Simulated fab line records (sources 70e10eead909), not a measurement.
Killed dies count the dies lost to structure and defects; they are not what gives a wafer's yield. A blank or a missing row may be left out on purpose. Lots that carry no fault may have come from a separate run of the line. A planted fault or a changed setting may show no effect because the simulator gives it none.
Which of the tools did it?	flow nand_harc	Sampling: 13 lots, 39 wafers, 5 of 1302 route steps

== WHAT THE GAUGES READ, wafer by wafer ==
NHARC_END_SORT_01.
lot	measured	on	killed_at_array	killed_at_other	killed_at_periphery	killed_dies	killed_open	killed_short
L595	day 31 00:43	prober-01	42 54 39	2 1 0	4 6 3	48 61 42	3 6 3	5 2 0
L598	day 32 21:14	prober-01	81 62 79	1 1 0	595 614 598	677 677 677	1 5 4	4 1 3
L599	day 34 14:02	prober-02	42 44 40	0 0 0	635 633 637	677 677 677	1 1 3	3 2 1

== EACH LOT AND THE TOOL THAT RAN IT (in order: tool; ch and the chambers of the sampled wafers; start) ==
lot	NHARC_P_CONTACT_DEP_00	NHARC_P_CONTACT_CMP_01	NHARC_P_CONTACT_ETCH_36	NHARC_P_CONTACT_DEGAS_38
L580	pecvd-02 ch 0,1,2, day 6 07:06 or earlier	cmp-04 ch 0,1,2, day 6 07:06	rie_diel-09 ch 0,1, day 6 08:20	pvd_sputter-02, day 6 09:43
L583	pecvd-01 ch 0,1, day 7 16:22 or earlier	cmp-01 ch 1,2,3, day 7 16:22	rie_diel-05 ch 0,1,3, day 7 17:37	pvd_sputter-02, day 7 18:58
L585	pecvd-02 ch 0,2, day 8 09:34 or earlier	cmp-02 ch 0,1,3, day 8 09:34	rie_diel-09 ch 0,2, day 8 10:45	pvd_sputter-01, day 8 12:10
L586	pecvd-02 ch 0,1,2, day 8 19:25 or earlier	cmp-04 ch 1,2, day 8 19:25	rie_diel-12 ch 0,3, day 8 20:37	pvd_sputter-02, day 8 22:02
L587	pecvd-03 ch 1,2, day 9 11:17 or earlier	cmp-02 ch 0,1,3, day 9 11:17	rie_diel-12 ch 1,2,3, day 9 12:22	pvd_sputter-02, day 9 13:43
L589	pecvd-01 ch 0,1,2, day 10 13:28 or earlier	cmp-01 ch 0,1,2, day 10 13:28	rie_diel-09 ch 0,1,3, day 10 14:42	pvd_sputter-03, day 10 16:02
L591	pecvd-01 ch 1,2, day 10 22:11 or earlier	cmp-02 ch 1,3, day 10 22:11	rie_diel-05 ch 1,2, day 10 23:20	pvd_sputter-01, day 11 00:46
L595	pecvd-02 ch 0,1,2, day 12 15:08 or earlier	cmp-04 ch 1,2,3, day 12 15:08	rie_diel-09 ch 2,3, day 12 16:17	pvd_sputter-01, day 12 17:41
L598	pecvd-01 ch 0,2, day 13 18:19 or earlier	cmp-04 ch 0,2,3, day 13 18:19	rie_diel-12 ch 1,2,3, day 13 19:25	pvd_sputter-02, day 13 20:50
L600	pecvd-02 ch 1,2, day 14 12:10 or earlier	cmp-02 ch 2,3, day 14 12:10	rie_diel-12 ch 0,2, day 14 13:23	pvd_sputter-01, day 14 15:14
L599	pecvd-01 ch 0,1,2, day 14 13:22 or earlier	cmp-04 ch 0,2,3, day 14 13:22	rie_diel-09 ch 1,3, day 14 17:35	pvd_sputter-02, day 14 19:07
L601	pecvd-01 ch 0,2, day 15 03:26 or earlier	cmp-02 ch 0,1,2, day 15 03:26	rie_diel-05 ch 0,2,3, day 15 04:38	pvd_sputter-01, day 15 06:03
L602	pecvd-02 ch 0,1,2, day 15 19:32 or earlier	cmp-01 ch 0,1,3, day 15 19:32	rie_diel-05 ch 0,3, day 15 20:41	pvd_sputter-01, day 15 22:04
- NHARC_P_CONTACT_DEP_00: deposits SiO2, target thk 500 nm.
- NHARC_P_CONTACT_CMP_01: polishes SiO2, target thk 200 nm.
- NHARC_P_CONTACT_ETCH_36: etches the open film in N2/H2, target depth 260 nm, time 406.25 s.
- NHARC_P_CONTACT_DEGAS_38: time 60 s.

== WHAT THE TOOLS THEMSELVES READ (means of the sampled wafers that have a number; where no wafer has one, the mark that the record gives instead) ==
NHARC_P_CONTACT_DEP_00.
lot	tool	chamber_pressure_Torr (Torr)	heater_power_w (W)	throttle_valve_pct (%)
L580	pecvd-02	6.487	594	15.9
L583	pecvd-01	6.521	602	15.4
L585	pecvd-02	6.494	662	16.3
L586	pecvd-02	6.500	523	15.9
L587	pecvd-03	6.503	642	15.8
L589	pecvd-01	6.497	565	15.3
L591	pecvd-01	6.491	483	15.4
L595	pecvd-02	6.510	544	16.0
L598	pecvd-01	6.497	497	15.2
L600	pecvd-02	6.501	454	16.2
L599	pecvd-01	6.504	537	15.2
L601	pecvd-01	6.512	480	15.2
L602	pecvd-02	6.499	527	16.2

NHARC_P_CONTACT_CMP_01.
lot	tool	edge_zone_pressure_frac	motor_current_A (A)
L580	cmp-04	1.000	11.1
L583	cmp-01	0.996	12.1
L585	cmp-02	1.002	13.4
L586	cmp-04	0.996	11.9
L587	cmp-02	1.002	13.2
L589	cmp-01	1.000	12.0
L591	cmp-02	1.006	13.4
L595	cmp-04	0.999	11.6
L598	cmp-04	1.002	10.4
L600	cmp-02	0.998	12.8
L599	cmp-04	0.999	10.9
L601	cmp-02	0.995	12.5
L602	cmp-01	0.997	11.4

NHARC_P_CONTACT_ETCH_36.
lot	tool	bias_w (W)	chamber_pressure_mTorr (mTorr)	drypump_motor_current_A (A)	n2_flow_sccm (sccm)	oes_product_au (a.u.)	rf_vpp_V (V)	showerhead_plenum_p_Torr (Torr)	throttle_valve_pct (%)
L580	rie_diel-09	149.8	30.011	5.2	150.1	1.005	430.6	2.05	14.172
L583	rie_diel-05	150.1	29.981	5.9	150.1	1.005	431.0	2.07	14.163
L585	rie_diel-09	150.1	30.013	5.1	150.0	0.996	428.4	1.95	14.171
L586	rie_diel-12	150.4	30.006	5.2	150.7	0.991	431.9	2.10	14.168
L587	rie_diel-12	149.6	30.001	5.3	150.2	1.004	431.7	2.07	14.160
L589	rie_diel-09	150.0	30.002	5.5	149.8	1.000	430.9	2.06	14.174
L591	rie_diel-05	149.8	29.984	6.1	150.1	1.001	432.4	2.11	14.167
L595	rie_diel-09	149.6	30.025	5.4	149.5	0.979	428.5	1.96	14.170
L598	rie_diel-12	-	-	-	-	-	-	-	-
L600	rie_diel-12	-	-	-	-	-	-	-	-
L599	rie_diel-09	-	-	-	-	-	-	-	-
L601	rie_diel-05	149.7	29.985	5.8	150.3	0.997	432.2	2.11	14.174
L602	rie_diel-05	150.3	30.026	5.8	149.8	1.003	429.3	2.03	14.165

NHARC_P_CONTACT_DEGAS_38.
lot	tool	heater_power_w (W)
L580	pvd_sputter-02	451
L583	pvd_sputter-02	438
L585	pvd_sputter-01	491
L586	pvd_sputter-02	436
L587	pvd_sputter-02	447
L589	pvd_sputter-03	481
L591	pvd_sputter-01	439
L595	pvd_sputter-01	434
L598	pvd_sputter-02	453
L600	pvd_sputter-01	583
L599	pvd_sputter-02	459
L601	pvd_sputter-01	468
L602	pvd_sputter-01	552

== THE ANSWER, worked out from the rows above alone ==
Rule: the lots themselves supply what counts as usual. Put in order of their means at a reading, lots are off if they are a third of the lots or fewer, leave a main group of 4 or more, and stand apart from it by a gap of 3 or more times the standard deviation of the main group's means; of several such gaps the widest counts. Not used: any main group whose means are identical at the precision the tables above print for the reading. A lot without any number at a reading at which 4 lots or more have one is off too. The other lots that the step has rows for count as sound. The gauges are gone through in route order, then the tools' own readings, and for those a lot's mean is taken as printed above. At the first step where some lot is off, the reading lying furthest off is the one used; lots without a number count as furthest.
Off at NHARC_P_CONTACT_ETCH_36 (bias_w): L598, L600, L599. Without a number there: L598, L600, L599. The main group has a mean of 149.9 W with a standard deviation of 0.27.
If a tool, at that step or one of the process steps before it, ran each lot that is off and ran no sound lot following the first of them, it fits. NHARC_P_CONTACT_DEP_00 gives no start for some lots, so the hours and the order of its lots are those of NHARC_P_CONTACT_CMP_01. Not one of the candidates tried fits.

== WHAT WAS PUT IN BY THE SIMULATOR ==
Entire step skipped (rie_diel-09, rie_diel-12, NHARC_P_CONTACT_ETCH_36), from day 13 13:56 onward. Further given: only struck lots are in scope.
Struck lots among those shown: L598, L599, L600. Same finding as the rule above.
